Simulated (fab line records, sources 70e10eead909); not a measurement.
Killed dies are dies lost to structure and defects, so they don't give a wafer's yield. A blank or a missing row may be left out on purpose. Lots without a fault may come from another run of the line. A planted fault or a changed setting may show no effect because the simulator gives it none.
Chamber matching | flow nand_harc | NHARC_A_STAIRCASE_TRIM_220 on rie_diel-10: 4 sister chambers
The step chemistry O2, time 211.2 s. 4 wafers are shown with their chamber, then 7 later ones without.

WAFERS WITH THEIR CHAMBER
wafer  | chamber | drypump_motor_current_A (A)
L083.5 | 0       | 5.61
L090.5 | 2       | 5.28
L091.1 | 1       | 5.54
L091.3 | 3       | 6.05

WAFERS WITHOUT THEIR CHAMBER
wafer  | drypump_motor_current_A (A)
L091.6 | 6.05
L095.1 | 5.29
L095.4 | 5.56
L095.5 | 5.27
L097.2 | 5.31
L097.4 | 5.56
L097.5 | 5.61

WHICH CHAMBER EACH WENT THROUGH
wafer  | from the rows above     | in truth
L091.6 | 3                       | 3
L095.1 | 2                       | 2
L095.4 | can't be placed: 1 or 0 | 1
L095.5 | 2                       | 2
L097.2 | 2                       | 2
L097.4 | can't be placed: 1 or 0 | 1
L097.5 | 0                       | 0
Placed correctly: 5 of 7. Can't be placed from these rows: 2 (the true chamber is among the candidates in 2). Placed wrongly: 0.
How it was worked out, from the rows above alone: a wafer's distance from a chamber is the root of the sum, over the readings, of the square of ((its reading less the chamber's mean) divided by the reading's scatter). The wafer belongs to the nearest chamber; if the next one is less than 2 further off, it can't be placed. A chamber's mean is the mean of its shown wafers. The scatter: with one shown wafer a chamber, the root of the mean of the squares of how far each hidden wafer lies from its nearest shown one.
